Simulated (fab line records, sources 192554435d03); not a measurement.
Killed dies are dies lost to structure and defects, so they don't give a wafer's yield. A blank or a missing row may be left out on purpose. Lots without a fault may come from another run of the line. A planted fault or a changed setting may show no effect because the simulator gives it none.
Split-lot experiment | flow n5_finfet | 7 lots, 21 wafers read, on a route of 1938 steps

THE SPLIT
At N5_MOL_CONTACT_COAG_CVD_140 (deposits W, target thk 66.5 nm, time 215 s), the setting target_thk_a was moved away from the recipe's 665 angstrom on 9 of the 21 wafers read, by -9.8% to +8.6%. The other wafers ran this setting at the recipe's value.

The reading is taken at the split's own step.

THE READING
W_of_MOL_CONTACT_COAG_CVD_140.thk_nm (the simulator's own value, which no gauge read), in nm, at N5_MOL_CONTACT_COAG_CVD_140 (deposits W, target thk 66.5 nm, time 215 s). The file gives no usual value for it. The 12 wafers here that ran the recipe average 66.1 nm, standard deviation 0.62 nm.

wafer  | tool, chamber at the split | target_thk_a as run, angstrom | against the recipe | W_of_MOL_CONTACT_COAG_CVD_140.thk_nm, nm | against lot-mates on the recipe
L076.1 | cvd_w-01, 0,1              | 665                           | recipe             | 66.2                                     | -
L076.3 | cvd_w-01, 0,1              | 665                           | recipe             | 66.2                                     | -
L076.2 | cvd_w-01, 1                | 722.1                         | +8.6%              | 72                                       | +5.8
L080.1 | cvd_w-02, 1                | 665                           | recipe             | 66                                       | -
L080.4 | cvd_w-02, 1                | 622.8                         | -6.3%              | 61.2                                     | -4.5
L080.5 | cvd_w-02, 1                | 665                           | recipe             | 65.4                                     | -
L083.2 | cvd_w-01, 1                | 665                           | recipe             | 66.2                                     | -
L083.3 | cvd_w-01, 1                | 665                           | recipe             | 66.2                                     | -
L083.4 | cvd_w-01, 0                | 665                           | recipe             | 66.8                                     | -
L084.3 | cvd_w-02, 0                | 601                           | -9.6%              | 61.8                                     | -5.6
L084.4 | cvd_w-02, 0                | 601                           | -9.6%              | 61.2                                     | -6.2
L084.6 | cvd_w-02, 0                | 665                           | recipe             | 67.4                                     | -
L085.3 | cvd_w-02, 0                | 696.9                         | +4.8%              | 70.8                                     | +5.4
L085.4 | cvd_w-02, 1                | 665                           | recipe             | 65.4                                     | -
L085.6 | cvd_w-02, 1                | 696.9                         | +4.8%              | 68.4                                     | +3.0
L090.1 | cvd_w-02, 0                | 600                           | -9.8%              | 60.4                                     | no lot-mate on the recipe
L090.3 | cvd_w-02, 1                | 600                           | -9.8%              | 59.4                                     | no lot-mate on the recipe
L090.4 | cvd_w-02, 0                | 600                           | -9.8%              | 60                                       | no lot-mate on the recipe
L093.1 | cvd_w-01, 1                | 665                           | recipe             | 65.8                                     | -
L093.3 | cvd_w-01, 0                | 665                           | recipe             | 66.8                                     | -
L093.5 | cvd_w-01, 1                | 665                           | recipe             | 65.2                                     | -
Where a row lists several chambers, the file gives one row for several wafers and doesn't say which wafer went through which chamber.

THE FIT
A straight line over all 21 wafers: W_of_MOL_CONTACT_COAG_CVD_140.thk_nm changes by +0.618 nm for each +1% of target_thk_a; r = +0.97; the points scatter about the line by 0.83 nm.
The same after taking each lot's own level away (the mean of its wafers on the recipe; 18 wafers): +0.676 nm for each +1%; r = +0.98; scatter 0.66 nm.
On that fit, the largest move of target_thk_a shifts the reading by 6.6 nm.
The lots' own levels span 65.40 to 67.40 nm, that is 3.2 times the standard deviation above.
So the lot-to-lot level changes the slope little: the two slopes agree.
Check: with one of the wafers moved furthest among these (-9.6%) left out of the fit, the line predicts -6.67 nm for it against its lot-mates. It came out at -5.6 nm against them.

OTHER SPLITS ON THESE WAFERS
These wafers also went through other splits before the reading. Each is held against what the fit with the lots' levels taken away leaves over:
other split on the same wafers       | wafers away from the commonest value | r with W_of_MOL_CONTACT_COAG_CVD_140.thk_nm (lot level and that fit taken away)
N5_MOL_CONTACT_COAG_DESCUM_45 time_s | 7                                    | -0.19
N5_MOL_CONTACT_COAG_ETCH_67 source_w | 5                                    | +0.58

THE FILE'S OWN FIT
W_of_MOL_CONTACT_COAG_CVD_140.thk_nm changes by +0.676 nm for each +1% of target_thk_a, r = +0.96.
